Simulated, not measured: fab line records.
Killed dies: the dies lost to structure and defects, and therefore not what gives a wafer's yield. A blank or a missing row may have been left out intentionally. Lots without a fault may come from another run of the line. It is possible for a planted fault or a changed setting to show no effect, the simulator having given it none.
A sampling plan put to the test / flow nand_harc / one fab line, 44 faults that these records tell of, each judged on the records of the lots that it struck; 1 more is left out, because the records don't allow judging it
Plan = the line's own looks (route steps where a gauge or an inspection reads the wafer without altering it). A look is open to judgement when struck wafers have a number at it and the file gives its usual mean and standard deviation on fault-free wafers. Caught: at a look after the fault's first step, the mean of the struck wafers lies 4 or more of those standard deviations (sigma) from the usual mean. On the tool: the fault's steps, tested the same way using the tool's own readings. Caught also covers a different recipe on the struck wafers, or a record left blank for those wafers only.

## THE FAULTS, as the simulator had put them in
1. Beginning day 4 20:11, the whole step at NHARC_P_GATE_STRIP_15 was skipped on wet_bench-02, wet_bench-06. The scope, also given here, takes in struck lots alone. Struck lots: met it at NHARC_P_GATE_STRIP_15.
2. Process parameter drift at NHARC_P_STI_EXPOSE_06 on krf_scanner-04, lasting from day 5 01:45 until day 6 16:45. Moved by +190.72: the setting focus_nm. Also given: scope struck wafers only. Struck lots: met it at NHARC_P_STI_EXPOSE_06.
3. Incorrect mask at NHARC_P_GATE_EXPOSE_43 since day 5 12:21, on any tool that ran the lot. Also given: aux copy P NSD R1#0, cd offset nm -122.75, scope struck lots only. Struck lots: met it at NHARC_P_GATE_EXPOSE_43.
4. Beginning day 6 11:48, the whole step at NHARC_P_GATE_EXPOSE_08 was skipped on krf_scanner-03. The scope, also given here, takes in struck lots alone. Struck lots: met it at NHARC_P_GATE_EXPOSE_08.
5. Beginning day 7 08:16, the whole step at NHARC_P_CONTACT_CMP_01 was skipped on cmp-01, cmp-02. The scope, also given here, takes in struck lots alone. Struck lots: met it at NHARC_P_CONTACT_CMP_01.
6. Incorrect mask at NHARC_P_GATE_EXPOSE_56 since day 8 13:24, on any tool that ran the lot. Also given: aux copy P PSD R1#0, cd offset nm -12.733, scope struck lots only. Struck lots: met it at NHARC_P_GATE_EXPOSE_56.
7. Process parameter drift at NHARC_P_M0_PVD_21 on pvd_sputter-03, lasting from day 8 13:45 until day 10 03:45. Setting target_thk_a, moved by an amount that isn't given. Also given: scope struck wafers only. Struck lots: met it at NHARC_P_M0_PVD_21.
8. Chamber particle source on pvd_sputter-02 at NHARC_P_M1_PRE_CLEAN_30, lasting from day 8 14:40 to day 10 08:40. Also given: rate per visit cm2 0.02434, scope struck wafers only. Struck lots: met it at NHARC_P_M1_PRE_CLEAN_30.
9. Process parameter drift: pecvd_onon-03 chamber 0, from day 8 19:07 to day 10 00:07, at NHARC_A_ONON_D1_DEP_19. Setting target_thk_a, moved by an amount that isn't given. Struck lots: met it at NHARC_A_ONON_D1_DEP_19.
10. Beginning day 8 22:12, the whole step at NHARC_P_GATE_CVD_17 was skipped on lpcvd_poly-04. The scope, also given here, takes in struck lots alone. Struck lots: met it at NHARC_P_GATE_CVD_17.
11. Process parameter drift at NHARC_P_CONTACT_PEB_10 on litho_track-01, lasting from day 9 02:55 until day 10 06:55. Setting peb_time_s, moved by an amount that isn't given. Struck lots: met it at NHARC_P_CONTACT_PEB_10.
12. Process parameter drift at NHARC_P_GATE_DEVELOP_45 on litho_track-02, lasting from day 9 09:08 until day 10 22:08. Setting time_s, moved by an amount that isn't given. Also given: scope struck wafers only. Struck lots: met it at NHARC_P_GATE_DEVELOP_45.
13. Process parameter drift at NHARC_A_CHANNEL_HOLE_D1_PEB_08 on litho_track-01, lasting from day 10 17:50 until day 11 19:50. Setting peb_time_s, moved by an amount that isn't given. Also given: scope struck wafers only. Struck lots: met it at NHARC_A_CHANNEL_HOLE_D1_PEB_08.
14. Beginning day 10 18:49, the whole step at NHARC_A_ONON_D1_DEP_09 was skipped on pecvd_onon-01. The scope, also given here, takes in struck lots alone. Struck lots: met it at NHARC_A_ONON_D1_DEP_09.
15. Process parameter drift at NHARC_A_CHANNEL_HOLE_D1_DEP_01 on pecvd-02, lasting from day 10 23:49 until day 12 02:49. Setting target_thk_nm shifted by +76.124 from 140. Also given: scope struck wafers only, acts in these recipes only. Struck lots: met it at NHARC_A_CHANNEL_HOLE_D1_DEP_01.
16. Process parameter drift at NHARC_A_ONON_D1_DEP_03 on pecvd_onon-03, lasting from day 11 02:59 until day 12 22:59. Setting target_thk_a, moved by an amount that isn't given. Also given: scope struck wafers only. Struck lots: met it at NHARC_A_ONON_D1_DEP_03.
17. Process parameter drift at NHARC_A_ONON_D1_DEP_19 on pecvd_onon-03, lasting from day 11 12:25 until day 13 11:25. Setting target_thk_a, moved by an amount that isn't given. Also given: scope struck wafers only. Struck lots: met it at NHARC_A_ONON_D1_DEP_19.
18. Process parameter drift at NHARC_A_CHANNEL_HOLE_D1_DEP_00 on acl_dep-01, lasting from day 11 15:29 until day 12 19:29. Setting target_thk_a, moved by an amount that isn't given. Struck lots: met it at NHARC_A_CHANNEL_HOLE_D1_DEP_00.
19. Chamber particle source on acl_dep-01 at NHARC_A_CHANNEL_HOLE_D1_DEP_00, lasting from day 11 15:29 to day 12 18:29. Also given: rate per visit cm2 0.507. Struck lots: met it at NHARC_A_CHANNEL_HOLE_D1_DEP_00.
20. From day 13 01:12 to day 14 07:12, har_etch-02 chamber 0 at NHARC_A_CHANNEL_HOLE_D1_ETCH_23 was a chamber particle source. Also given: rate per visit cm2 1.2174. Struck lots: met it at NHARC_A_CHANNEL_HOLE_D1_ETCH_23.
21. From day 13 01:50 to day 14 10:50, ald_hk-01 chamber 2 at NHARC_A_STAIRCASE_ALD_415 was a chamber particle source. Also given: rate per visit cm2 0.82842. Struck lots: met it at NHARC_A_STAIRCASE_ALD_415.
22. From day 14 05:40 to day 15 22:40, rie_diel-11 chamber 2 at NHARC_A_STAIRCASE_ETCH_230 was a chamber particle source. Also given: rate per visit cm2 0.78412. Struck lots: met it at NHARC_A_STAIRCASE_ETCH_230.
23. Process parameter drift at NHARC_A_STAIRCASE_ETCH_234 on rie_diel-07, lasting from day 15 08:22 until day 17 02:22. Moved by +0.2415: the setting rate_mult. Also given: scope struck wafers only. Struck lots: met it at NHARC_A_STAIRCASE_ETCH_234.
24. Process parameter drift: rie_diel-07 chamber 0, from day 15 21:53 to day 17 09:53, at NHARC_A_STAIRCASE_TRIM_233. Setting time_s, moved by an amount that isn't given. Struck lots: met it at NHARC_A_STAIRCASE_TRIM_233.
25. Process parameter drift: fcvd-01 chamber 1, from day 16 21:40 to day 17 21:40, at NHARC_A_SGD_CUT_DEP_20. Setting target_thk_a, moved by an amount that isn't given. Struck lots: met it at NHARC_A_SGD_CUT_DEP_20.
26. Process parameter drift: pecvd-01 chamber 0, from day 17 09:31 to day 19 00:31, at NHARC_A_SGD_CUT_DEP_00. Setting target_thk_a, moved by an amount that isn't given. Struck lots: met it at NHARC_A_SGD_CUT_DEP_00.
27. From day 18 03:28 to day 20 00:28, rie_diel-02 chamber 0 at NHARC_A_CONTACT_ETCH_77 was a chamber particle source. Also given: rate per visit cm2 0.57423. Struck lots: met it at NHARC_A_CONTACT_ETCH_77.
28. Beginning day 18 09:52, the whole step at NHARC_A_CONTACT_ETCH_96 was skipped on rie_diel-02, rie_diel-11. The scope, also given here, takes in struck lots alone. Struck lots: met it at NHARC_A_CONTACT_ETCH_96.
29. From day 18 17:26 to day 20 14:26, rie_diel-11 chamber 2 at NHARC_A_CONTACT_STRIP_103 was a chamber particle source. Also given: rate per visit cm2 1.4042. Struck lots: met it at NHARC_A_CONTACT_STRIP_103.
30. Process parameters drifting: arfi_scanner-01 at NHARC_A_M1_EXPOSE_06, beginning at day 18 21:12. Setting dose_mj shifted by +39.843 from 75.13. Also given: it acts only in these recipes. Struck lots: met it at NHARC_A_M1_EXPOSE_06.
31. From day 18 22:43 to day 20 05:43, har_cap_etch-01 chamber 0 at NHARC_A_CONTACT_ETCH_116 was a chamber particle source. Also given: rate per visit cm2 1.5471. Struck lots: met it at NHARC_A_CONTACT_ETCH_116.
32. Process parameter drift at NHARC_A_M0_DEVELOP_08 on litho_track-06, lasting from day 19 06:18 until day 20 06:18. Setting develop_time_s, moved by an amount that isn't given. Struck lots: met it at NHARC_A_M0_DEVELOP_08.
33. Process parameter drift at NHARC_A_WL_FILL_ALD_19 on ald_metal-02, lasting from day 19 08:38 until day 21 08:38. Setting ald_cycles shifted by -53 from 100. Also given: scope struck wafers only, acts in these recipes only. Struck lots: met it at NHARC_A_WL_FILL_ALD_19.
34. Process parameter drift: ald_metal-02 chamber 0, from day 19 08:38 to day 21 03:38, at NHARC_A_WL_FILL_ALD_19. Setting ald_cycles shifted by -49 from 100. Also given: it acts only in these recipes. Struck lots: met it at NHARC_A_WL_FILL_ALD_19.
35. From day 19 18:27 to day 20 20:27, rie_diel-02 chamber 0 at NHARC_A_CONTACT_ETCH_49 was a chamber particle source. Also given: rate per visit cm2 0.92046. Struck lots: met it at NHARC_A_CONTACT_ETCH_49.
36. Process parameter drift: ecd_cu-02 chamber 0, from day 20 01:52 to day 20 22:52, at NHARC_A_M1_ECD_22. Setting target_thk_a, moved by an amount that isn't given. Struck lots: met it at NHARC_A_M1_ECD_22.
37. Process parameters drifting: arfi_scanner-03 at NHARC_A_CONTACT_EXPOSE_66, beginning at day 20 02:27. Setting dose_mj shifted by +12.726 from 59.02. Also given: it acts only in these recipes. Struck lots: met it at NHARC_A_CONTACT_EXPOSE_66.
38. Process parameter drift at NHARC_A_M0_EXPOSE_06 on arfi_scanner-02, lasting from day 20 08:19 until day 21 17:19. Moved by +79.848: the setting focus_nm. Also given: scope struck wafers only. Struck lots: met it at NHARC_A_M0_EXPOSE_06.
39. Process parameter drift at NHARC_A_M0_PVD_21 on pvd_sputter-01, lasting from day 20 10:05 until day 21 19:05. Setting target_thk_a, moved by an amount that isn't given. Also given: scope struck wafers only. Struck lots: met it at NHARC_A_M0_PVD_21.
40. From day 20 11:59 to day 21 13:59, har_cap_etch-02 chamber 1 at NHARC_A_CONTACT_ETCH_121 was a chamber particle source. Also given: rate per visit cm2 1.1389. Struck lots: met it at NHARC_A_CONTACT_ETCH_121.
41. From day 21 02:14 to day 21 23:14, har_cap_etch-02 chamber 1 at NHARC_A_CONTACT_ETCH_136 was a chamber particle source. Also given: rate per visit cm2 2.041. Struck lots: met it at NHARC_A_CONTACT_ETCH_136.
42. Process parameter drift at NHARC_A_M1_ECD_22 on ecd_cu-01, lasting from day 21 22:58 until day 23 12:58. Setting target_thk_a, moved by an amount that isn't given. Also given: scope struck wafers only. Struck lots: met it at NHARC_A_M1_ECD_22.
43. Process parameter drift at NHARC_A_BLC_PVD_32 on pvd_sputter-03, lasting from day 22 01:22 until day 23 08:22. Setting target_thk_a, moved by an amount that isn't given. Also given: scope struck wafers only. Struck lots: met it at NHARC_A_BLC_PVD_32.
44. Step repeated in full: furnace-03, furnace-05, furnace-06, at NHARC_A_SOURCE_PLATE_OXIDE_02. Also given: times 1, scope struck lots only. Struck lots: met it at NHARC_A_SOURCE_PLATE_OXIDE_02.

## WHAT THE PLAN SAW
fault=1; on the tool itself=the tool's record is blank for the struck wafers; first look that catches it=NHARC_END_SORT_01; reading, sigma=killed_at_periphery +99 or beyond; median hours from its first step to that look=367.2; hours from the fault's start to the first struck lot there=372; judged looks passed uncaught=0
fault=2; on the tool itself=no reading that can be judged; first look that catches it=none of the 5 looks that can be judged after it; reading, sigma=strongest: trench_foot_cd_nm at NHARC_P_STI_OCD_MEAS_17, -3.1; median hours from its first step to that look=-; hours from the fault's start to the first struck lot there=-; judged looks passed uncaught=5
fault=3; on the tool itself=no reading that can be judged; first look that catches it=NHARC_P_GATE_CD_MEAS_46; reading, sigma=cd_nm -76; median hours from its first step to that look=0.2; hours from the fault's start to the first struck lot there=0; judged looks passed uncaught=0
fault=4; on the tool itself=no reading that can be judged; first look that catches it=NHARC_P_GATE_INSPECT_28; reading, sigma=raw_defect_count +99 or beyond; median hours from its first step to that look=15.4; hours from the fault's start to the first struck lot there=17; judged looks passed uncaught=1
fault=5; on the tool itself=the tool's record is blank for the struck wafers; first look that catches it=NHARC_END_SORT_01; reading, sigma=killed_at_periphery +99 or beyond; median hours from its first step to that look=338.0; hours from the fault's start to the first struck lot there=339; judged looks passed uncaught=0
fault=6; on the tool itself=no reading that can be judged; first look that catches it=NHARC_P_GATE_CD_MEAS_59; reading, sigma=cd_nm -9.0; median hours from its first step to that look=0.1; hours from the fault's start to the first struck lot there=0; judged looks passed uncaught=0
fault=7; on the tool itself=under 2 sigma; first look that catches it=NHARC_END_SORT_01; reading, sigma=killed_at_periphery +99 or beyond; median hours from its first step to that look=324.1; hours from the fault's start to the first struck lot there=356; judged looks passed uncaught=0
fault=8; on the tool itself=under 2 sigma; first look that catches it=NHARC_END_SORT_01; reading, sigma=killed_at_periphery +9.6; median hours from its first step to that look=315.9; hours from the fault's start to the first struck lot there=330; judged looks passed uncaught=0
fault=9; on the tool itself=no reading that can be judged; first look that catches it=NHARC_A_ONON_D1_THK_MEAS_21; reading, sigma=thk_nm +50; median hours from its first step to that look=0.5; hours from the fault's start to the first struck lot there=9; judged looks passed uncaught=0
fault=10; on the tool itself=the tool's record is blank for the struck wafers; first look that catches it=NHARC_END_SORT_01; reading, sigma=killed_at_periphery +99 or beyond; median hours from its first step to that look=354.6; hours from the fault's start to the first struck lot there=352; judged looks passed uncaught=1
fault=11; on the tool itself=under 2 sigma; first look that catches it=NHARC_P_CONTACT_CD_MEAS_12; reading, sigma=cd_nm +30; median hours from its first step to that look=0.1; hours from the fault's start to the first struck lot there=7; judged looks passed uncaught=0
fault=12; on the tool itself=under 2 sigma; first look that catches it=NHARC_END_SORT_01; reading, sigma=killed_at_periphery +99 or beyond; median hours from its first step to that look=342.3; hours from the fault's start to the first struck lot there=351; judged looks passed uncaught=0
fault=13; on the tool itself=no reading that can be judged; first look that catches it=NHARC_A_CHANNEL_HOLE_D1_CD_MEAS_10; reading, sigma=cd_nm +7.1; median hours from its first step to that look=0.1; hours from the fault's start to the first struck lot there=6; judged looks passed uncaught=0
fault=14; on the tool itself=the tool's record is blank for the struck wafers; first look that catches it=NHARC_END_SORT_01; reading, sigma=killed_at_array +64; median hours from its first step to that look=279.9; hours from the fault's start to the first struck lot there=277; judged looks passed uncaught=0
fault=15; on the tool itself=under 2 sigma; first look that catches it=NHARC_END_SORT_01; reading, sigma=killed_at_array +64; median hours from its first step to that look=267.9; hours from the fault's start to the first struck lot there=263; judged looks passed uncaught=0
fault=16; on the tool itself=under 2 sigma; first look that catches it=NHARC_A_ONON_D1_THK_MEAS_05; reading, sigma=thk_nm +40; median hours from its first step to that look=0.5; hours from the fault's start to the first struck lot there=10; judged looks passed uncaught=0
fault=17; on the tool itself=no reading that can be judged; first look that catches it=NHARC_A_ONON_D1_THK_MEAS_21; reading, sigma=thk_nm -45; median hours from its first step to that look=0.5; hours from the fault's start to the first struck lot there=10; judged looks passed uncaught=0
fault=18; on the tool itself=under 2 sigma; first look that catches it=NHARC_END_SORT_01; reading, sigma=killed_at_array +18; median hours from its first step to that look=277.7; hours from the fault's start to the first struck lot there=280; judged looks passed uncaught=1
fault=19; on the tool itself=under 2 sigma; first look that catches it=NHARC_A_CHANNEL_HOLE_D1_INSPECT_12; reading, sigma=raw_defect_count +99 or beyond; median hours from its first step to that look=2.5; hours from the fault's start to the first struck lot there=12; judged looks passed uncaught=0
fault=20; on the tool itself=under 2 sigma; first look that catches it=NHARC_A_CHANNEL_HOLE_D1_INSPECT_40; reading, sigma=raw_defect_count +40; median hours from its first step to that look=4.2; hours from the fault's start to the first struck lot there=9; judged looks passed uncaught=0
fault=21; on the tool itself=under 2 sigma; first look that catches it=NHARC_END_SORT_01; reading, sigma=killed_at_array +6.3; median hours from its first step to that look=193.4; hours from the fault's start to the first struck lot there=195; judged looks passed uncaught=0
fault=22; on the tool itself=only faintly: rf_vpp_V -2.2 sigma; first look that catches it=not the one look that can be judged after it; reading, sigma=strongest: killed_at_array at NHARC_END_SORT_01, +3.3; median hours from its first step to that look=-; hours from the fault's start to the first struck lot there=-; judged looks passed uncaught=1
fault=23; on the tool itself=oes_product_au +11 sigma; first look that catches it=NHARC_END_SORT_01; reading, sigma=killed_at_array +19; median hours from its first step to that look=212.1; hours from the fault's start to the first struck lot there=215; judged looks passed uncaught=0
fault=24; on the tool itself=run_length_s +99 or beyond sigma; first look that catches it=NHARC_END_SORT_01; reading, sigma=killed_at_array +7.7; median hours from its first step to that look=196.9; hours from the fault's start to the first struck lot there=202; judged looks passed uncaught=0
fault=25; on the tool itself=under 2 sigma; first look that catches it=NHARC_A_SGD_CUT_THK_MEAS_22; reading, sigma=thk_nm -41; median hours from its first step to that look=2.8; hours from the fault's start to the first struck lot there=4; judged looks passed uncaught=0
fault=26; on the tool itself=under 2 sigma; first look that catches it=NHARC_END_SORT_01; reading, sigma=killed_at_array +22; median hours from its first step to that look=142.3; hours from the fault's start to the first struck lot there=145; judged looks passed uncaught=1
fault=27; on the tool itself=under 2 sigma; first look that catches it=NHARC_END_SORT_01; reading, sigma=killed_at_array +6.2; median hours from its first step to that look=66.2; hours from the fault's start to the first struck lot there=75; judged looks passed uncaught=0
fault=28; on the tool itself=the tool's record is blank for the struck wafers; first look that catches it=NHARC_END_SORT_01; reading, sigma=killed_at_array +64; median hours from its first step to that look=66.6; hours from the fault's start to the first struck lot there=73; judged looks passed uncaught=0
fault=29; on the tool itself=no reading that can be judged; first look that catches it=not the one look that can be judged after it; reading, sigma=strongest: killed_at_array at NHARC_END_SORT_01, +3.8; median hours from its first step to that look=-; hours from the fault's start to the first struck lot there=-; judged looks passed uncaught=1
fault=30; on the tool itself=exposure_dose_mJ_cm2 +99 or beyond sigma; first look that catches it=NHARC_A_M1_CD_MEAS_09; reading, sigma=cd_nm +39; median hours from its first step to that look=0.1; hours from the fault's start to the first struck lot there=3; judged looks passed uncaught=0
fault=31; on the tool itself=under 2 sigma; first look that catches it=NHARC_END_SORT_01; reading, sigma=killed_at_array +5.9; median hours from its first step to that look=70.5; hours from the fault's start to the first struck lot there=72; judged looks passed uncaught=0
fault=32; on the tool itself=no reading that can be judged; first look that catches it=NHARC_A_M0_CD_MEAS_09; reading, sigma=cd_nm -4.0; median hours from its first step to that look=0.6; hours from the fault's start to the first struck lot there=11; judged looks passed uncaught=0
fault=33; on the tool itself=under 2 sigma; first look that catches it=NHARC_END_SORT_01; reading, sigma=killed_at_array +64; median hours from its first step to that look=91.1; hours from the fault's start to the first struck lot there=94; judged looks passed uncaught=0
fault=34; on the tool itself=under 2 sigma; first look that catches it=NHARC_END_SORT_01; reading, sigma=killed_at_array +64; median hours from its first step to that look=86.9; hours from the fault's start to the first struck lot there=94; judged looks passed uncaught=0
fault=35; on the tool itself=under 2 sigma; first look that catches it=NHARC_END_SORT_01; reading, sigma=killed_at_array +6.1; median hours from its first step to that look=87.1; hours from the fault's start to the first struck lot there=87; judged looks passed uncaught=1
fault=36; on the tool itself=no reading that can be judged; first look that catches it=none of the 2 looks that can be judged after it; reading, sigma=-; median hours from its first step to that look=-; hours from the fault's start to the first struck lot there=-; judged looks passed uncaught=2
fault=37; on the tool itself=exposure_dose_mJ_cm2 +99 or beyond sigma; first look that catches it=NHARC_A_CONTACT_CD_MEAS_69; reading, sigma=cd_nm +13; median hours from its first step to that look=0.1; hours from the fault's start to the first struck lot there=11; judged looks passed uncaught=0
fault=38; on the tool itself=no reading that can be judged; first look that catches it=NHARC_A_M0_CD_MEAS_09; reading, sigma=cd_nm -13; median hours from its first step to that look=0.1; hours from the fault's start to the first struck lot there=6; judged looks passed uncaught=0
fault=39; on the tool itself=under 2 sigma; first look that catches it=NHARC_END_SORT_01; reading, sigma=sort_bin_2_pct +99 or beyond; median hours from its first step to that look=40.3; hours from the fault's start to the first struck lot there=46; judged looks passed uncaught=0
fault=40; on the tool itself=no reading that can be judged; first look that catches it=NHARC_END_SORT_01; reading, sigma=killed_at_array +6.3; median hours from its first step to that look=80.1; hours from the fault's start to the first struck lot there=82; judged looks passed uncaught=1
fault=41; on the tool itself=no reading that can be judged; first look that catches it=NHARC_END_SORT_01; reading, sigma=killed_at_array +7.0; median hours from its first step to that look=60.8; hours from the fault's start to the first struck lot there=60; judged looks passed uncaught=2
fault=42; on the tool itself=under 2 sigma; first look that catches it=no look after it can be judged; reading, sigma=-; median hours from its first step to that look=-; hours from the fault's start to the first struck lot there=-; judged looks passed uncaught=0
fault=43; on the tool itself=under 2 sigma; first look that catches it=NHARC_END_SORT_01; reading, sigma=killed_at_array +64; median hours from its first step to that look=48.9; hours from the fault's start to the first struck lot there=53; judged looks passed uncaught=0
fault=44; on the tool itself=no reading that can be judged; first look that catches it=NHARC_A_SOURCE_PLATE_THK_MEAS_09; reading, sigma=thk_nm +4.9; median hours from its first step to that look=12.2; hours from the fault's start to the first struck lot there=-; judged looks passed uncaught=0
A dash: the fault is not caught, or the number is missing from these records.

Caught at a look: 39 of 44. Caught on the tool: 9 of 44. By one or the other: 39 of 44.
Caught at a look alone: faults 3, 4, 6, 7, 8, 9, 11, 12, 13, 15, 16, 17, 18, 19, 20, 21, 25, 26, 27, 31, 32, 33, 34, 35, 38, 39, 40, 41, 43, 44.
Caught by neither: faults 2, 22, 29, 36, 42.

## THINNER SAMPLING
In the worst case, this is how late the first struck lot would be measured if the look that catches a fault measured only every second or every third lot, by lot number:
fault=1; struck lots at that look, in order of time=L464, L465; every lot=372 h; every second lot=380 h; every third lot=may miss all 2
fault=3; struck lots at that look, in order of time=L810; every lot=0 h; every second lot=may miss it; every third lot=may miss it
fault=4; struck lots at that look, in order of time=L180, L179; every lot=17 h; every second lot=17 h; every third lot=may miss all 2
fault=5; struck lots at that look, in order of time=L663, L662, L665; every lot=339 h; every second lot=339 h; every third lot=may miss all 3
fault=6; struck lots at that look, in order of time=L322; every lot=0 h; every second lot=may miss it; every third lot=may miss it
fault=7; struck lots at that look, in order of time=L528; every lot=356 h; every second lot=may miss it; every third lot=may miss it
fault=8; struck lots at that look, in order of time=L606; every lot=330 h; every second lot=may miss it; every third lot=may miss it
fault=9; struck lots at that look, in order of time=L829, L828, L831; every lot=9 h; every second lot=9 h; every third lot=may miss all 3
fault=10; struck lots at that look, in order of time=L174, L175; every lot=352 h; every second lot=360 h; every third lot=may miss all 2
fault=11; struck lots at that look, in order of time=L981, L982; every lot=7 h; every second lot=19 h; every third lot=may miss all 2
fault=12; struck lots at that look, in order of time=L575, L573; every lot=351 h; every second lot=may miss all 2; every third lot=may miss all 2
fault=13; struck lots at that look, in order of time=L306, L307; every lot=6 h; every second lot=15 h; every third lot=may miss all 2
fault=14; struck lots at that look, in order of time=L549, L552; every lot=277 h; every second lot=300 h; every third lot=may miss all 2
fault=15; struck lots at that look, in order of time=L445, L446; every lot=263 h; every second lot=272 h; every third lot=may miss all 2
fault=16; struck lots at that look, in order of time=L451, L454; every lot=10 h; every second lot=17 h; every third lot=may miss all 2
fault=17; struck lots at that look, in order of time=L838, L842, L839; every lot=10 h; every second lot=21 h; every third lot=may miss all 3
fault=18; struck lots at that look, in order of time=L590, L593; every lot=280 h; every second lot=302 h; every third lot=may miss all 2
fault=19; struck lots at that look, in order of time=L746, L749; every lot=12 h; every second lot=22 h; every third lot=may miss all 2
fault=20; struck lots at that look, in order of time=L638, L639; every lot=9 h; every second lot=30 h; every third lot=may miss all 2
fault=21; struck lots at that look, in order of time=L737, L739; every lot=195 h; every second lot=may miss all 2; every third lot=may miss all 2
fault=23; struck lots at that look, in order of time=L322; every lot=215 h; every second lot=may miss it; every third lot=may miss it
fault=24; struck lots at that look, in order of time=L592; every lot=202 h; every second lot=may miss it; every third lot=may miss it
fault=25; struck lots at that look, in order of time=L313; every lot=4 h; every second lot=may miss it; every third lot=may miss it
fault=26; struck lots at that look, in order of time=L210, L215, L213; every lot=145 h; every second lot=161 h; every third lot=may miss all 3
fault=27; struck lots at that look, in order of time=L193, L195; every lot=75 h; every second lot=may miss all 2; every third lot=may miss all 2
fault=28; struck lots at that look, in order of time=L500, L499, L504; every lot=73 h; every second lot=73 h; every third lot=83 h
fault=30; struck lots at that look, in order of time=L749, L748; every lot=3 h; every second lot=3 h; every third lot=may miss all 2
fault=31; struck lots at that look, in order of time=L785, L786; every lot=72 h; every second lot=84 h; every third lot=may miss all 2
fault=32; struck lots at that look, in order of time=L398, L403; every lot=11 h; every second lot=16 h; every third lot=may miss all 2
fault=33; struck lots at that look, in order of time=L336, L340, L337; every lot=94 h; every second lot=109 h; every third lot=may miss all 3
fault=34; struck lots at that look, in order of time=L151, L152; every lot=94 h; every second lot=109 h; every third lot=may miss all 2
fault=35; struck lots at that look, in order of time=L874, L878; every lot=87 h; every second lot=may miss all 2; every third lot=may miss all 2
fault=37; struck lots at that look, in order of time=L540, L541; every lot=11 h; every second lot=22 h; every third lot=may miss all 2
fault=38; struck lots at that look, in order of time=L934, L933; every lot=6 h; every second lot=6 h; every third lot=may miss all 2
fault=39; struck lots at that look, in order of time=L544; every lot=46 h; every second lot=may miss it; every third lot=may miss it
fault=40; struck lots at that look, in order of time=L507, L504; every lot=82 h; every second lot=120 h; every third lot=may miss all 2
fault=41; struck lots at that look, in order of time=L167, L165; every lot=60 h; every second lot=may miss all 2; every third lot=may miss all 2
fault=43; struck lots at that look, in order of time=L217, L221; every lot=53 h; every second lot=may miss all 2; every third lot=may miss all 2
Hours: fault start to first struck lot measured. The test against the limit of 4 sigma pooled every struck wafer, which means one lot taken alone may stay below that limit. Other struck lots may not be in these records.

## THE LONGEST TIMED WAY FROM STEP TO LOOK
In fault 1, a median of 367.2 hours elapses between NHARC_P_GATE_STRIP_15 and NHARC_END_SORT_01. No look between them can be judged.
